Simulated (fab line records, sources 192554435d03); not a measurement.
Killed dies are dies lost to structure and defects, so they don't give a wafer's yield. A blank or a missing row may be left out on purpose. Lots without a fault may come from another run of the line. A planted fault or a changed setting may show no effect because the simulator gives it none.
Which tool did it? | flow n5_finfet | 10 lots, 30 wafers sampled, at 5 steps of a route of 1938

WHAT THE GAUGES READ, wafer by wafer
N5_STI_FIN_REVEAL_THK_MEAS_05.
lot  | measured    | on            | thk_nm (nm)
L188 | day 2 09:18 | film_metro-01 | 133.6 132.6 131.7
L189 | day 2 17:50 | film_metro-02 | 130.9 132.2 130.2
L191 | day 3 03:33 | film_metro-02 | 132.7 130.4 130.8
L196 | day 4 08:58 | film_metro-02 | 131.3 131.2 129.9
L197 | day 4 16:12 | film_metro-02 | 132.9 131.9 131.4
L204 | day 6 08:56 | film_metro-01 | 133.6 135.0 134.2
L206 | day 6 22:22 | film_metro-02 | 134.1 133.3 134.3
L207 | day 7 04:55 | film_metro-01 | 132.8 131.5 131.1
L208 | day 7 10:43 | film_metro-02 | 133.1 132.6 132.2
L209 | day 7 16:41 | film_metro-01 | 131.9 129.9 132.9

N5_DUMMY_GATE_OVL_MEAS_16.
lot  | measured    | on         | GATE_OVL (nm)
L188 | day 2 21:13 | overlay-01 | -0.1 -1.0 0.1
L189 | day 3 07:47 | overlay-02 | 0.5 -0.2 0.7
L191 | day 3 15:52 | overlay-01 | -0.5 -0.6 -1.5
L196 | day 4 22:57 | overlay-01 | 0.3 1.0 -0.5
L197 | day 5 05:24 | overlay-02 | 0.8 0.3 -0.7
L204 | day 6 21:52 | overlay-02 | -1.6 -0.9 -1.3
L206 | day 7 10:38 | overlay-02 | 0.2 0.0 -0.7
L207 | day 7 19:35 | overlay-02 | 1.0 0.9 1.1
L208 | day 7 22:43 | overlay-02 | -0.8 -0.6 0.4
L209 | day 8 09:59 | overlay-02 | 1.0 -0.6 0.7

N5_BEOL_M4_RC_MEAS_101.
lot  | measured     | on        | DIBL_N (mV/V)  | DIBL_P (mV/V) | IOFF_N (nA/um) | IOFF_P (nA/um) | ION_N (uA/um) | ION_P (uA/um) | SS_N (mV/dec)  | SS_P (mV/dec)  | VT_N (mV)   | VT_P (mV)
L188 | day 7 20:13  | prober-01 | 34.9 36.4 39.0 | 35 37 41      | 0.14 0.18 0.23 | 0.22 0.26 0.35 | 670 683 690   | 466 472 470   | 72.1 72.4 72.5 | 73.6 73.2 75.1 | 251 247 247 | -247 -245 -240
L189 | day 7 22:32  | prober-02 | 37.0 43.5 39.5 | 35 44 38      | 0.16 0.32 0.22 | 0.21 0.42 0.29 | 680 733 692   | 467 500 479   | 71.0 72.7 71.5 | 73.8 76.2 73.5 | 249 242 244 | -249 -240 -245
L191 | day 8 21:05  | prober-01 | 38.3 37.2 35.4 | 40 38 36      | 0.22 0.19 0.16 | 0.36 0.28 0.26 | 695 691 682   | 487 478 481   | 72.9 72.2 72.0 | 73.0 73.6 73.0 | 242 245 248 | -239 -242 -243
L196 | day 10 14:48 | prober-02 | 38.0 36.2 37.5 | 36 36 36      | 0.17 0.13 0.17 | 0.23 0.22 0.21 | 672 671 683   | 461 461 460   | 72.2 71.8 72.0 | 73.8 72.7 73.7 | 249 255 249 | -250 -250 -252
L197 | day 10 19:54 | prober-01 | 37.4 38.3 39.2 | 37 37 40      | 0.14 0.16 0.18 | 0.21 0.23 0.28 | 667 686 690   | 468 472 473   | 71.6 71.9 71.7 | 73.1 73.2 74.1 | 254 251 247 | -250 -249 -247
L204 | day 12 02:02 | prober-01 | 36.6 40.7 37.0 | 38 43 40      | 0.16 0.25 0.16 | 0.19 0.26 0.21 | 692 694 668   | 463 461 454   | 71.7 72.5 70.8 | 73.7 74.8 73.7 | 248 247 254 | -253 -250 -254
L206 | day 12 22:44 | prober-02 | 34.7 37.8 34.3 | 35 41 36      | 0.13 0.18 0.12 | 0.14 0.22 0.16 | 667 671 658   | 445 450 445   | 71.0 72.3 71.2 | 72.4 73.9 72.7 | 255 251 254 | -255 -253 -258
L207 | day 13 05:12 | prober-02 | 36.9 37.6 37.0 | 38 37 36      | 0.17 0.17 0.17 | 0.24 0.24 0.22 | 689 675 676   | 475 466 454   | 71.3 72.1 71.6 | 74.3 74.6 74.0 | 247 249 248 | -247 -248 -247
L208 | day 13 10:51 | prober-01 | 36.5 32.8 35.4 | 35 31 34      | 0.14 0.10 0.13 | 0.19 0.14 0.17 | 663 659 670   | 462 453 461   | 70.9 70.5 71.1 | 72.6 72.4 72.0 | 250 256 252 | -251 -256 -255
L209 | day 14 04:37 | prober-02 | 36.8 37.1 37.0 | 37 38 38      | 0.19 0.20 0.17 | 0.23 0.23 0.23 | 697 694 673   | 475 466 466   | 71.2 71.2 71.6 | 72.9 73.8 74.1 | 246 246 247 | -248 -253 -251

WHICH TOOL RAN EACH LOT (tool, then ch and the chambers of the sampled wafers, then the start)
lot  | N5_STI_FIN_REVEAL_ALD_14         | N5_DUMMY_GATE_COAT_28
L188 | ald_sin-03 ch 0,1,3, day 2 03:58 | litho_track-05 ch 0, day 2 20:48
L189 | ald_sin-01 ch 0,1,3, day 2 11:54 | litho_track-02 ch 0, day 3 07:29
L191 | ald_sin-02 ch 0,1,2, day 2 21:36 | litho_track-03 ch 0, day 3 15:24
L196 | ald_sin-03 ch 0,1,2, day 4 03:37 | litho_track-03 ch 0, day 4 22:32
L197 | ald_sin-03 ch 0,1, day 4 10:09   | litho_track-03 ch 0, day 5 04:58
L204 | ald_sin-03 ch 2,3, day 6 03:34   | litho_track-02 ch 0, day 6 21:34
L206 | ald_sin-01 ch 0,1, day 6 16:55   | litho_track-05 ch 0, day 7 10:13
L207 | ald_sin-01 ch 0,1,2, day 6 23:35 | litho_track-05 ch 0, day 7 19:17
L208 | ald_sin-02 ch 0,1,3, day 7 05:23 | litho_track-02 ch 0, day 7 22:17
L209 | ald_sin-03 ch 0,1,2, day 7 11:20 | litho_track-03 ch 0, day 8 04:59
- N5_STI_FIN_REVEAL_ALD_14: deposits Si3N4, target thk 3 nm.
- N5_DUMMY_GATE_COAT_28: time 60 s, resist thk 10 nm.

WHAT THE TOOLS THEMSELVES READ (means of the sampled wafers that have a number; where no wafer has one, the mark that the record gives instead)
N5_STI_FIN_REVEAL_ALD_14.
lot  | tool       | heater_power_w (W)
L188 | ald_sin-03 | 830
L189 | ald_sin-01 | 810
L191 | ald_sin-02 | 855
L196 | ald_sin-03 | 875
L197 | ald_sin-03 | 895
L204 | ald_sin-03 | 784
L206 | ald_sin-01 | 849
L207 | ald_sin-01 | 849
L208 | ald_sin-02 | 964
L209 | ald_sin-03 | 845

N5_DUMMY_GATE_COAT_28.
lot  | tool           | heater_power_total_W (W) | plate_temp_C (C)
L188 | litho_track-05 | 392.6                    | 205.14
L189 | litho_track-02 | 391.9                    | 205.03
L191 | litho_track-03 | 391.3                    | 205.01
L196 | litho_track-03 | 374.7                    | 197.63
L197 | litho_track-03 | 373.6                    | 197.77
L204 | litho_track-02 | 392.3                    | 205.00
L206 | litho_track-05 | 391.0                    | 205.11
L207 | litho_track-05 | 392.7                    | 204.95
L208 | litho_track-02 | 391.3                    | 205.00
L209 | litho_track-03 | 391.2                    | 204.89

THE ANSWER, worked out from the rows above alone
Rule: what is usual is taken from the lots themselves. Put in order of their means at a reading, lots are off if they are a third of the lots or fewer, leave a main group of 4 or more, and stand apart from it by a gap of 3 or more times the standard deviation of the main group's means; of several such gaps the widest counts. A main group whose means are all the same, to the digits that the tables above print for the reading, isn't used. A lot without any number at a reading at which 4 lots or more have one is off too. The other lots that the step has rows for count as sound. The gauges are gone through in route order, then the tools' own readings, and for those a lot's mean is taken as printed above. The first step at which some lot is off is used, and at that step the reading that is off furthest; a lot without a number counts as furthest.
Off: L196, L197, at N5_DUMMY_GATE_COAT_28 (plate_temp_C). The main group: mean 205.02 C, standard deviation 0.075.
A tool fits if, at that step or a process step before it, it ran every lot that is off, and no sound lot after the first of them. None of those tried fits.

WHAT THE SIMULATOR HAD PUT IN
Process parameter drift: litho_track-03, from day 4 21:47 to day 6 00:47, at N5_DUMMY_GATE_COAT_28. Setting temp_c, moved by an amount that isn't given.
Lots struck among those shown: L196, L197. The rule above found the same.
